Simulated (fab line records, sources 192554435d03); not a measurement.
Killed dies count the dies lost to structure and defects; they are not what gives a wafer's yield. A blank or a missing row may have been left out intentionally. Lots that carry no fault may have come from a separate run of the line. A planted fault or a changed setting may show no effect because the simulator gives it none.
fab line records ; flow n5Finfet
record: lots: 4; wafers: 12; lastDay: 20
route steps=1938 shown FIN_CUT@156 STI_FIN_REVEAL@183 BEOL_M4@1111 PASSIVATION@1936
lots that met no fault: from a run of the same line without faults
startH: hours from the record's first day to the start of the lot's first wafer shown ; waitH: how many hours have passed since the lot's step before this one ; " same as the row above ; L1.1+2: several wafers, shown together as one row ; - either no value or no given start ; * or withheld: withheld ; < > ~ a bound
route shown NAME@n: a module of which the file shows steps, and the number in the route of the first ; usual: mean/standard deviation of fault-free wafers ; same: alike in all rows ; chamber/n: place in a boat ; sites: each site's reading ; _std_site: the values' standard deviation ; _edge_site: inner sites' mean taken away from outer sites' mean ; radiusMm: how far each site lies from the wafer's centre ; mask NAME#n: copy n ; behind: tool/chamber where the wafer was last shaped ; hold: the reason the lot was held/the length of the hold in hours/how it ended ; device: the n, p or np transistor that did not switch ; end of line: the route-end tests of the same wafers ; a step without rows: its recipe alone ; killed: dies that structure and defects cost at the first sort, which is not the same as the wafer's yield ; map: the dies of a wafer, with x for killed, . for not killed, _ for no die there
set.NAME: setting as actually run; set.NAME@STEP: the setting as run at that earlier step ; model.NAME: the simulator's own value behind a step, which no gauge read
lots at some steps of the route; a table a step, a row a wafer
services: from which hour (startH, from the record's first day; less than 0 if before it) a tool's chamber was out of use, for how many hours, and why
== steps ==
step: N5_FIN_CUT_COAT_29
recipe: resist: underlayer; tempC: 205; timeS: 60; spinRpm: 1500; resistThkNm: 10
step: N5_FIN_CUT_COAT_02
recipe: resist: CAR-EUV; spinRpm: 1500; resistThkNm: 30
step: N5_FIN_CUT_EBR_04
recipe: solvent: PGMEA; ebrWidthMm: 1.5
step: N5_FIN_CUT_SOFTBAKE_03
recipe: tempC: 110; timeS: 60; resist: CAR-EUV
step: N5_FIN_CUT_EXPOSE_05
recipe: maskId: FIN_CUT; na: 0.33; sourceShape: annular; sigmaInner: 0.35; sigmaOuter: 0.8; polarization: unpolarized; doseMj: 45.75
step: N5_FIN_CUT_PEB_06
recipe: pebTempC: 100; pebTimeS: 60; resist: CAR-EUV
step: N5_FIN_CUT_DEVELOP_07
recipe: developTimeS: 30; developer: TMAH; resist: CAR-EUV; rinseLiquid: surfactantRinse; dry: airSpin; devTempC: 23
step: N5_FIN_CUT_DESCUM_13
recipe: chemistry: O2; timeS: 7; sourcePowerW: 50; biasPowerW: 20; pressureMtorr: 20; rfFrequencyHz: 2.712e+07; tempC: 40; resist: CAR-EUV; o2FlowSccm: 225
step: N5_FIN_CUT_ETCH_30
recipe: chemistry: N2/H2; target: underlayer; targetDepthA: 130; maskMaterial: CAR-EUV; timeS: 10.4; ionEnergyEv: 200; pressureMtorr: 30; sourceW: 840; biasW: 150; n2FlowSccm: 200; h2FlowSccm: 200; ends: cleared
step: N5_FIN_CUT_ETCH_20
recipe: chemistry: CF4; target: SiARC; targetDepthA: 260; maskMaterial: CAR-EUV; timeS: 43.3; ionEnergyEv: 80; pressureMtorr: 40; sourceW: 545; biasW: 36; Ar_flow_sccm: 100; cf4FlowSccm: 100; ends: cleared
usual: drypumpMotorCurrentA: 5.7/0.46; etchRfOnTimeS: 42.9/1; oesProductAu: 0.69/0.063; rfFwdPowerW: 534.7/2.7; rfVppV: 184.2/1.1; showerheadPlenumPTorr: 2.16/0.069; throttleValvePct: 15.53/0.16
lot.wafer;tool;chamber;startH;waitH;drypumpMotorCurrentA;etchRfOnTimeS;oesProductAu;rfFwdPowerW;rfHoursCounterH;rfVppV;showerheadPlenumPTorr;throttleValvePct
L408.1;rieDiel-03;3;50.74;0.0;5.1;43.9;0.74;532.0;46;185.1;2.27;15.53
L408.3;rieDiel-03;2;50.74;0.0;6.1;41.5;0.68;536.3;127;181.6;2.07;15.27
L408.6;rieDiel-03;3;50.74;0.0;5.1;44.0;0.75;533.9;-;185.1;2.27;15.51
L425.1;rieDiel-03;1;152.84;0.0;5.4;40.7;0.78;533.7;29;182.5;2.10;15.32
L425.4;rieDiel-03;2;152.84;0.0;6.1;42.2;0.66;538.9;157;183.5;2.06;15.33
L425.6;rieDiel-03;1;152.84;0.0;5.3;41.0;0.78;537.2;-;183.2;2.10;15.33
L426.2;rieDiel-03;1;159.11;0.0;5.4;40.7;0.78;535.1;32;185.0;2.10;15.33
L426.4;rieDiel-03;3;159.11;0.0;5.1;44.1;0.70;529.5;82;185.2;2.26;15.60
L426.6;rieDiel-03;0;159.11;0.0;5.5;42.1;0.65;537.6;-;183.1;2.13;15.46
L427.4;rieDiel-06;0;164.77;0.0;5.9;43.5;0.65;534.8;159;185.0;2.23;15.48
L427.5;rieDiel-06;3;164.77;0.0;5.7;45.4;0.63;537.3;-;185.4;2.23;15.60
L427.6;rieDiel-06;2;164.77;0.0;6.1;44.0;0.66;529.0;-;183.6;2.16;15.77
step: N5_FIN_CUT_ETCH_21
recipe: chemistry: N2/H2; target: SOC; targetDepthA: 2190; overetchA: 438; maskMaterial: SiARC; tempC: 40; ionEnergyEv: 100; biasW: 61; timeS: 523.5; pressureMtorr: 30; sourceW: 850; n2FlowSccm: 200; h2FlowSccm: 200
step: N5_FIN_CUT_STRIP_23
recipe: chemistry: N2/H2; tempC: 40; n2FlowSccm: 200; h2FlowSccm: 200; rfFrequencyHz: 6e+07
step: N5_FIN_CUT_STRIP_31
recipe: chemistry: N2/H2; tempC: 40; n2FlowSccm: 200; h2FlowSccm: 200; rfFrequencyHz: 6e+07
step: N5_FIN_CUT_STRIP_24
recipe: chemistry: CF4; resist: SiARC; powerW: 300; biasPowerW: 75; pressureMtorr: 50; cf4FlowSccm: 150; rfFrequencyHz: 6e+07
step: N5_FIN_CUT_CUT_ETCH_26
recipe: chemistry: CH3F/O2; target: SiNx; targetDepthA: 390; maskMaterial: SOC; timeS: 55.7; pressureMtorr: 30; sourceW: 395; biasW: 73; Ar_flow_sccm: 150; CH3F_flow_sccm: 30; O2_flow_sccm: 20; ionEnergyEv: 120
step: N5_FIN_CUT_CUT_ETCH_27
recipe: chemistry: CHF3/O2; target: SiO2; targetDepthA: 40; maskMaterial: SOC; overetchA: 20; timeS: 4.9; pressureMtorr: 30; sourceW: 650; biasW: 170; Ar_flow_sccm: 200; CHF3_flow_sccm: 50; O2_flow_sccm: 5; ionEnergyEv: 200
step: N5_FIN_CUT_PRECLEAN_35
recipe: timeS: 13.3; tempC: 45; pressureTorr: 125; pHfTorr: 3; pCoreactantTorr: 25; chemistry: vHF
step: N5_FIN_CUT_CUT_ETCH_15
recipe: chemistry: HBr/Cl2/O2; target: Si; targetDepthA: 1000; btTimeS: 10; maskMaterial: SOC; timeS: 42.4; ionEnergyEv: *; biasW: *; pressureMtorr: 10; icpW: 800; HBr_flow_sccm: 150; Cl2_flow_sccm: 80; O2_flow_sccm: 12
step: N5_FIN_CUT_CUT_ETCH_28
recipe: chemistry: HBr/Cl2/O2; target: Si; targetDepthA: 60; maskMaterial: SOC; timeS: 2.4; ionEnergyEv: *; biasW: *; pressureMtorr: 10; icpW: 800; HBr_flow_sccm: 150; Cl2_flow_sccm: 80; O2_flow_sccm: 12
step: N5_FIN_CUT_STRIP_22
recipe: chemistry: N2/H2; powerW: 500; tempC: 40; pressureMtorr: 50; rfFrequencyHz: 6e+07; overashFraction: 0.3; biasPowerW: 8; h2Frac: 0.5; n2FlowSccm: 300; h2FlowSccm: 300
step: N5_FIN_CUT_PRECLEAN_36
recipe: chemistry: O3/DIW; timeS: 60; tempC: 22; o3Ppm: 10
step: N5_FIN_CUT_SRD_32
recipe: dry: ipaMarangoni; timeS: 30; tempC: 23; rinseLiquid: diw
step: N5_FIN_CUT_UV_OZONE_34
recipe: timeS: 120; pressureTorr: 760; tempC: 25
step: N5_FIN_CUT_INSPECT_17
recipe: inspectInstrument: brightfield; mode: aei
usual: rawDefectCount: 226/63
lot.wafer;tool;chamber;startH;waitH;rawDefectCount
L408.1;defectInspect-01;-;51.59;0.0;148
L408.3;defectInspect-01;-;51.59;0.0;128
L408.6;defectInspect-01;-;51.59;0.0;126
L425.1;defectInspect-01;-;153.70;0.0;768
L425.4;defectInspect-01;-;153.70;0.0;223
L425.6;defectInspect-01;-;153.70;0.0;657
L426.2;defectInspect-01;-;159.99;0.0;805
L426.4;defectInspect-01;-;159.99;0.0;269
L426.6;defectInspect-01;-;159.99;0.0;219
L427.4;defectInspect-02;-;165.63;0.0;220
L427.5;defectInspect-02;-;165.63;0.0;355
L427.6;defectInspect-02;-;165.63;0.0;159
step: N5_STI_FIN_REVEAL_ALD_00
recipe: material: SiO2; targetThkA: 10; tempC: 300; aldPrecursorFamily: BDEAS; aldCoReactant: O2-plasma; pulseTimeS: 1; pressureTorr: 2
step: N5_BEOL_M4_RC_MEAS_101
usual: DIBL_N: 36.7/1.8; DIBL_P: 37.0/2.4; IOFF_N: 0.17/0.036; IOFF_P: 0.22/0.042; ION_N: 673/12; ION_P: 462/8.5; SS_N: 71.7/0.62; SS_P: 73.4/0.65; VT_N: 250/3.7; VT_P: -250/3.7
lot.wafer;tool;chamber;startH;waitH;DIBL_N[mV/V];DIBL_P[mV/V];IOFF_N[nA/um];IOFF_P[nA/um];ION_N[uA/um];ION_P[uA/um];SS_N[mV/dec];SS_P[mV/dec];VT_N[mV];VT_P[mV]
L408.1;prober-02;0;214.80;0.0;35.1;36.3;0.14;0.18;658;455;71.5;73.6;254;-253
L408.3;prober-02;0;214.80;0.0;37.1;38.1;0.17;0.21;662;446;72.2;73.4;251;-252
L408.6;prober-02;0;214.80;0.0;36.7;38.1;0.17;0.20;670;457;71.6;73.6;248;-250
L425.1;prober-02;0;302.34;0.0;36.5;35.1;0.15;0.22;676;466;71.7;73.6;252;-247
L425.4;prober-02;0;302.34;0.0;35.2;32.7;0.12;0.19;675;467;71.4;72.6;252;-249
L425.6;prober-02;0;302.34;0.0;39.4;37.9;0.21;0.29;675;466;72.2;73.9;247;-241
L426.2;prober-02;0;330.89;0.2;34.9;35.7;0.13;0.21;667;469;71.4;72.5;251;-250
L426.4;prober-02;0;330.89;0.2;36.9;37.2;0.17;0.22;665;455;72.2;73.6;252;-251
L426.6;prober-02;0;330.89;0.2;37.0;38.2;0.18;0.25;678;473;72.4;72.9;250;-250
L427.4;prober-01;0;356.19;0.5;36.3;36.1;0.16;0.21;686;465;71.9;73.1;248;-249
L427.5;prober-01;0;356.19;0.5;36.5;35.6;0.15;0.20;675;464;71.0;73.1;249;-253
L427.6;prober-01;0;356.19;0.5;34.9;32.6;0.12;0.15;663;445;71.7;72.3;255;-255
step: N5_PASSIVATION_PROBE_49
usual: defectLimitedYield: 91.1/1.4; killed_at_M0_to_M3: 32/9.3; killed_at_M4_up: 13/5.8; killedAtContacts: 12/6.3; killedAtFrontEnd: 44/12; killedAtOther: 3.6/2.7; killedDies: 104/17; killedOpen: 69/13; killedShort: 34/6.9; sort_bin_5_function: 5.2/0.98; sort_bin_6_memory: 3.3/0.59; sortNPass: 1075/17; sortYieldPct: 91.1/1.4
same: grossDies: 1180; killedAtBackSide: 0; sort_bin_4_leakage[%]: 0; sort_bin_8_speed[%]: 0
lot.wafer;tool;chamber;startH;waitH;defectLimitedYield[%];killed_at_M0_to_M3;killed_at_M4_up;killedAtContacts;killedAtFrontEnd;killedAtOther;killedDies;killedOpen;killedShort;sort_bin_5_function[%];sort_bin_6_memory[%];sortNPass;sortYieldPct[%]
L425.1;prober-02;-;408.54;0.0;83.4;27;5;8;154;2;196;53;26;11.4;3.6;984;83.4
L425.6;prober-02;-;408.79;0.3;81.9;39;7;6;157;4;213;56;36;12.6;3.7;967;81.9
L426.2;prober-02;-;429.67;0.1;79.9;47;19;10;154;7;237;73;47;13.7;4.2;943;79.9
killed by level:class
L425.1 FIN_CUT:unspecified=115 STI_FIN_REVEAL:geometricParticle:open=12 FIN_SAQP:geometricParticle:open=11 BEOL_M0_SAQP:geometricParticle:short=9 BEOL_M2:geometricParticle:open=7 FIN_SAQP:geometricParticle:short=6 MOL_CONTACT_COAG:geometricParticle:open=5 BEOL_M0_SAQP:geometricParticle:open=5
L425.6 FIN_CUT:unspecified=112 FIN_SAQP:geometricParticle:open=11 BEOL_M0_SAQP:geometricParticle:short=10 BEOL_M2:geometricParticle:open=7 BEOL_M0_SAQP:geometricParticle:open=7 STI_FIN_REVEAL:geometricParticle:open=6 BEOL_M1:geometricParticle:open=6 HKMG_FIN:areaEtch=5
L426.2 FIN_CUT:unspecified=115 BEOL_M0_SAQP:geometricParticle:open=11 BEOL_M0_SAQP:geometricParticle:short=10 MOL_CONTACT_COAG:geometricParticle:open=9 BEOL_M2:geometricParticle:short=8 FIN_SAQP:geometricParticle:short=6 DUMMY_GATE:geometricParticle:open=6 STI_FIN_REVEAL:geometricParticle:open=6
map L425.6 (x killed, . not)
_________________........x...________________
______________.................._____________
___________..........x..x...x..x...__________
__________....x...........x.....x..._________
________..x.xx......................x._______
_______...............x..x.............______
______.x..x...............x.....x...x..x_____
_____....x..........x............xx......____
____.....x....x.xx.......xx...............___
___.........xx..x.x..........x....x.x....xx__
___........xxx.x.xx.xx......x....x....xx.x.__
__...........xxxxxxxx..xx.......x......x.x.._
__.......x...xxxxxxxxxxxx.................x._
_..........xxxxxxxxxxxx.....x..........x.....
_.........xxxxxxxxxxxx.x.x.......x.......x...
_x...x....xxxxxxxxxxxxxx.................x...
_x...x.x..xx.xxxxxxxxxx.x........x...........
_..........xxxxxxxxxxx.x..........x..........
_......x...x.xx.xxx.xxx..................x...
_..............x.x.xx.x.................x.x..
_...............x.xxx..............x.....x...
__...............x.......xx................._
__...................x.....x................_
___...................x..............x.....__
___....x...x....x................x.........__
____...........x.x.x..x................x..___
_____......x..........x..................____
______.x.....x...x....x.............x..._____
_______...........................x....______
________x..............x............x._______
__________.........................._________
___________...............x..x.....__________
______________......x..........x_____________
_________________..x.x.......________________
map L426.2 (x killed, . not)
_________________.....x......________________
______________.................._____________
___________.x...........x.......x..__________
__________......x..xx......x..x....._________
________.x..x............x..........x._______
_______x..x..x........x..........x.....______
______....x..................x....x....._____
_____.x..x.....x...........xx............____
____....x..x....xx................x.......___
___x.x..x.......xx...x.......x.............__
___........x.xxxxxxxx.xx...................__
__.........xxxxxxxxxx................xx....._
__..x.....xxxxxxxxxxx..x.......x............_
_....x.....xxxxxxxxxxxxxx..xx...x.....xx...x.
_...x...x..xxxxxxxxxxx.x.x....x....x.........
_x....xx.x.xxxxxxxxxxxx.x..............x.....
_........x.x.xxxxxxxxxxx.x.x.........x....x..
_.x........xxxxxxxxxxx.xx.......x.....x......
_.....x....x.x.xxxxxxxxx.....................
_..x.......x...x.x......x..x...x..x....x.....
_...x.xx.........x.xx...................x....
__..x..x........x.........x..x.............._
__....x.x........x......x....x.............._
___.xx............................x........__
___..x......x....xx.....x................x.__
____........xx.............x..x......x....___
_____.xx....x............................____
______.........................x........_____
_______.x...................x........xx______
________.............x.....x.........._______
__________..x........x...........x.x_________
___________....xxx..x..............__________
______________....xx............_____________
_________________......x.....________________
== services ==
tool;chamber;startH;hours;kind
rieDiel-03;1;29.38;-;clean
rieDiel-03;1;29.38;-;consumableReplace:focusRing
rieDiel-03;1;29.38;28.7;scheduledDown
rieDiel-03;1;29.38;28.7;ventCycle
rieDiel-06;2;32.85;16.9;repair
rieDiel-06;1;68.99;2.8;repair
rieDiel-06;1;75.09;4.7;repair
rieDiel-06;1;99.01;14.3;repair
rieDiel-03;2;102.53;7.6;repair
rieDiel-06;1;142.70;5.8;repair
rieDiel-06;2;160.23;3.0;repair
== key ==
firstSign: step: N5_FIN_CUT_INSPECT_17; reading: rawDefectCount; direction: up; sigmas: 8.2; usual: 226; struck: 743
effect: step: N5_PASSIVATION_PROBE_49; reading: killedAtFrontEnd; direction: up; sigmas: 9; usual: 44; struck: 155
moreKillsBornAt: N5_FIN_CUT_ETCH_20@rieDiel-03: 342
metAt N5_FIN_CUT_ETCH_20
struckWafers L425.1,L425.6,L426.2
fault: kind: chamberParticleSource; tool: rieDiel-03; chamber: 1; onsetH: 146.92; steps: N5_FIN_CUT_ETCH_20; ratePerVisitCm2: 0.66365; endH: 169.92
